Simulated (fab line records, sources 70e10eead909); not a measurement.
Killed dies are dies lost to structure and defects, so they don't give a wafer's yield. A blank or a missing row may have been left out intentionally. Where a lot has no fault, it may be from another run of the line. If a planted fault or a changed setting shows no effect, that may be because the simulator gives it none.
2 desks, one fault ; flow nand harc ; numbers are kept per desk, each desk with only its own; the story behind them comes last

DESK OF THE TOOL OWNER: rie metal-01
The tool's own readings at NHARC_THIN_TSV_ETCH_36 (etches the open film in Cl2/BCl3, target depth 65 nm, time 18.571 s): means of the sampled wafers that have a number, for each lot that ran on this tool. A lot is out of limits, marked OUT, if its mean lies more than 4 standard deviations from the usual mean; the brackets give that distance.
Columns: A = drypump motor current A at NHARC_THIN_TSV_ETCH_36, usual 5.5 A; B = oes product au at NHARC_THIN_TSV_ETCH_36, usual 0.998 a.u.
lot;first seen here;A;B
L932;day 27 02:45;5.0;0.852 (-16) OUT
L933;day 28 02:14;5.2;0.848 (-17) OUT
L946;day 33 18:32;5.2;1.002
This desk's finding: out of limits on L932, L933; first on L932, day 27 02:45 (oes product au at NHARC_THIN_TSV_ETCH_36). L946 stayed within limits.

METROLOGY DESK
What the gauges read, lot by lot, whatever tool the lot ran on: means of the sampled wafers that have a number. A lot is out of limits, marked OUT, if its mean lies more than 4 standard deviations from the usual mean; the brackets give that distance.
Columns: A = cd nm at NHARC_THIN_TSV_CD_MEAS_33, usual 5001.1 nm
lot;first seen here;A
L926;day 24 17:35;5000.8
L932;day 27 01:59;5000.8
L933;day 28 01:41;5002.8
L941;day 30 16:21;4998.7
L945;day 33 16:34;5003.0
L946;day 33 17:59;5000.6
Result from this desk: across the 6 lots, nothing is out of limits.

BROUGHT TOGETHER
An alarm could have come from the tool owner's desk at day 27 02:45, on L932, L933.
Nothing out of limits was seen by the metrology desk.
The metrology desk holds a record of L932, L933, inside its limits.
NHARC_THIN_TSV_ETCH_36 was run on rie metal-01 by each of the lots named.

WHAT WAS PUT IN BY THE SIMULATOR
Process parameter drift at NHARC_THIN_TSV_ETCH_36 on rie metal-01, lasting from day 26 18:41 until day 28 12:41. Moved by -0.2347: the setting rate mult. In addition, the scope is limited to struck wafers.
Struck lots among those shown: L932, L933.
Hours from the fault's start to each desk's first reading out of limits: the tool owner's desk, 8.
